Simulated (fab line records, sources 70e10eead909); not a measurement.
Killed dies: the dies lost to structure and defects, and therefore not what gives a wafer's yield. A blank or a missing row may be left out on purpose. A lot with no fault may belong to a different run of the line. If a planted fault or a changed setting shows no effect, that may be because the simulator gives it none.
Chamber matching || flow nandHarc || rieDiel-03 running NHARC_A_CONTACT_ETCH_90: 4 sister chambers
The step etches the open film in CH3F/O2, target depth 40 nm, time 85.7 s. 24 wafers are shown with their chamber, then 12 later ones without.

== WAFERS PAIRED WITH THEIR CHAMBERS ==
{"wafer": "L075.4", "chamber": 1, "showerheadPlenumPTorr (Torr)": 2.62, "drypumpMotorCurrentA (A)": 5.4, "rfVppV (V)": 246.1}
{"wafer": "L075.5", "chamber": 2, "showerheadPlenumPTorr (Torr)": 2.47, "drypumpMotorCurrentA (A)": 5.8, "rfVppV (V)": 243.7}
{"wafer": "L075.6", "chamber": 1, "showerheadPlenumPTorr (Torr)": 2.62, "drypumpMotorCurrentA (A)": 5.4, "rfVppV (V)": 246.3}
{"wafer": "L079.1", "chamber": 1, "showerheadPlenumPTorr (Torr)": 2.62, "drypumpMotorCurrentA (A)": 5.4, "rfVppV (V)": 246.0}
{"wafer": "L079.2", "chamber": 0, "showerheadPlenumPTorr (Torr)": 2.39, "drypumpMotorCurrentA (A)": 5.9, "rfVppV (V)": 243.0}
{"wafer": "L079.5", "chamber": 0, "showerheadPlenumPTorr (Torr)": 2.39, "drypumpMotorCurrentA (A)": 5.9, "rfVppV (V)": 242.9}
{"wafer": "L082.3", "chamber": 3, "showerheadPlenumPTorr (Torr)": 2.34, "drypumpMotorCurrentA (A)": 6.5, "rfVppV (V)": 242.4}
{"wafer": "L082.4", "chamber": 2, "showerheadPlenumPTorr (Torr)": 2.47, "drypumpMotorCurrentA (A)": 5.8, "rfVppV (V)": 245.3}
{"wafer": "L082.5", "chamber": 1, "showerheadPlenumPTorr (Torr)": 2.62, "drypumpMotorCurrentA (A)": 5.4, "rfVppV (V)": 246.0}
{"wafer": "L085.1", "chamber": 2, "showerheadPlenumPTorr (Torr)": 2.47, "drypumpMotorCurrentA (A)": 5.8, "rfVppV (V)": 244.5}
{"wafer": "L085.2", "chamber": 1, "showerheadPlenumPTorr (Torr)": 2.62, "drypumpMotorCurrentA (A)": 5.4, "rfVppV (V)": 248.7}
{"wafer": "L085.3", "chamber": 0, "showerheadPlenumPTorr (Torr)": 2.39, "drypumpMotorCurrentA (A)": 5.9, "rfVppV (V)": 243.4}
{"wafer": "L087.1", "chamber": 0, "showerheadPlenumPTorr (Torr)": 2.39, "drypumpMotorCurrentA (A)": 5.8, "rfVppV (V)": 244.4}
{"wafer": "L087.4", "chamber": 3, "showerheadPlenumPTorr (Torr)": 2.34, "drypumpMotorCurrentA (A)": 6.5, "rfVppV (V)": 242.9}
{"wafer": "L087.6", "chamber": 2, "showerheadPlenumPTorr (Torr)": 2.47, "drypumpMotorCurrentA (A)": 5.8, "rfVppV (V)": 244.1}
{"wafer": "L088.1", "chamber": 3, "showerheadPlenumPTorr (Torr)": 2.34, "drypumpMotorCurrentA (A)": 6.5, "rfVppV (V)": 240.8}
{"wafer": "L088.3", "chamber": 1, "showerheadPlenumPTorr (Torr)": 2.62, "drypumpMotorCurrentA (A)": 5.4, "rfVppV (V)": 245.9}
{"wafer": "L088.5", "chamber": 2, "showerheadPlenumPTorr (Torr)": 2.47, "drypumpMotorCurrentA (A)": 5.8, "rfVppV (V)": 244.6}
{"wafer": "L090.2", "chamber": 1, "showerheadPlenumPTorr (Torr)": 2.62, "drypumpMotorCurrentA (A)": 5.4, "rfVppV (V)": 246.7}
{"wafer": "L090.3", "chamber": 2, "showerheadPlenumPTorr (Torr)": 2.47, "drypumpMotorCurrentA (A)": 5.9, "rfVppV (V)": 243.3}
{"wafer": "L090.6", "chamber": 3, "showerheadPlenumPTorr (Torr)": 2.34, "drypumpMotorCurrentA (A)": 6.5, "rfVppV (V)": 242.2}
{"wafer": "L089.1", "chamber": 3, "showerheadPlenumPTorr (Torr)": 2.33, "drypumpMotorCurrentA (A)": 6.5, "rfVppV (V)": 242.8}
{"wafer": "L089.4", "chamber": 2, "showerheadPlenumPTorr (Torr)": 2.46, "drypumpMotorCurrentA (A)": 5.8, "rfVppV (V)": 245.2}
{"wafer": "L089.5", "chamber": 0, "showerheadPlenumPTorr (Torr)": 2.39, "drypumpMotorCurrentA (A)": 5.9, "rfVppV (V)": 243.5}

SIGNATURES (means of the wafers above)
{"reading": "showerheadPlenumPTorr", "chamber 0": 2.3900, "chamber 1": 2.6200, "chamber 2": 2.4686, "chamber 3": 2.3380, "scatter within a chamber": 0.00288}
{"reading": "drypumpMotorCurrentA", "chamber 0": 5.880, "chamber 1": 5.400, "chamber 2": 5.814, "chamber 3": 6.500, "scatter within a chamber": 0.0288}
{"reading": "rfVppV", "chamber 0": 243.440, "chamber 1": 246.529, "chamber 2": 244.386, "chamber 3": 242.220, "scatter within a chamber": 0.821}
Rule: distance of a wafer from a chamber = root of the sum over the readings of ((wafer's reading minus chamber's mean) / reading's scatter) squared. The wafer belongs to the nearest chamber; if the next one is less than 2 further off, it can't be placed. The scatter is the square root of a quotient: the sum, over the shown wafers, of each reading's squared deviation from its chamber's mean, divided by wafers minus chambers.

== WAFERS WITHOUT THEIR CHAMBER ==
{"wafer": "L094.2", "showerheadPlenumPTorr (Torr)": 2.46, "drypumpMotorCurrentA (A)": 5.8, "rfVppV (V)": 244.6}
{"wafer": "L094.3", "showerheadPlenumPTorr (Torr)": 2.39, "drypumpMotorCurrentA (A)": 5.9, "rfVppV (V)": 242.0}
{"wafer": "L094.5", "showerheadPlenumPTorr (Torr)": 2.39, "drypumpMotorCurrentA (A)": 5.9, "rfVppV (V)": 244.0}
{"wafer": "L093.2", "showerheadPlenumPTorr (Torr)": 2.33, "drypumpMotorCurrentA (A)": 6.5, "rfVppV (V)": 241.9}
{"wafer": "L093.4", "showerheadPlenumPTorr (Torr)": 2.38, "drypumpMotorCurrentA (A)": 5.8, "rfVppV (V)": 244.0}
{"wafer": "L093.5", "showerheadPlenumPTorr (Torr)": 2.61, "drypumpMotorCurrentA (A)": 5.4, "rfVppV (V)": 246.5}
{"wafer": "L095.1", "showerheadPlenumPTorr (Torr)": 2.33, "drypumpMotorCurrentA (A)": 6.5, "rfVppV (V)": 243.8}
{"wafer": "L095.3", "showerheadPlenumPTorr (Torr)": 2.46, "drypumpMotorCurrentA (A)": 5.8, "rfVppV (V)": 243.8}
{"wafer": "L095.5", "showerheadPlenumPTorr (Torr)": 2.61, "drypumpMotorCurrentA (A)": 5.4, "rfVppV (V)": 248.1}
{"wafer": "L096.3", "showerheadPlenumPTorr (Torr)": 2.46, "drypumpMotorCurrentA (A)": 5.8, "rfVppV (V)": 244.9}
{"wafer": "L096.5", "showerheadPlenumPTorr (Torr)": 2.33, "drypumpMotorCurrentA (A)": 6.5, "rfVppV (V)": 242.2}
{"wafer": "L096.6", "showerheadPlenumPTorr (Torr)": 2.38, "drypumpMotorCurrentA (A)": 5.8, "rfVppV (V)": 243.8}

== WHICH CHAMBER EACH WENT THROUGH ==
{"wafer": "L094.2", "from the rows above": 2, "in truth": 2}
{"wafer": "L094.3", "from the rows above": 0, "in truth": 0}
{"wafer": "L094.5", "from the rows above": 0, "in truth": 0}
{"wafer": "L093.2", "from the rows above": 3, "in truth": 3}
{"wafer": "L093.4", "from the rows above": 0, "in truth": 0}
{"wafer": "L093.5", "from the rows above": 1, "in truth": 1}
{"wafer": "L095.1", "from the rows above": 3, "in truth": 3}
{"wafer": "L095.3", "from the rows above": 2, "in truth": 2}
{"wafer": "L095.5", "from the rows above": 1, "in truth": 1}
{"wafer": "L096.3", "from the rows above": 2, "in truth": 2}
{"wafer": "L096.5", "from the rows above": 3, "in truth": 3}
{"wafer": "L096.6", "from the rows above": 0, "in truth": 0}
Correct placement for 12 of the 12. Left unplaced by these rows: 0. Number placed wrongly: 0.
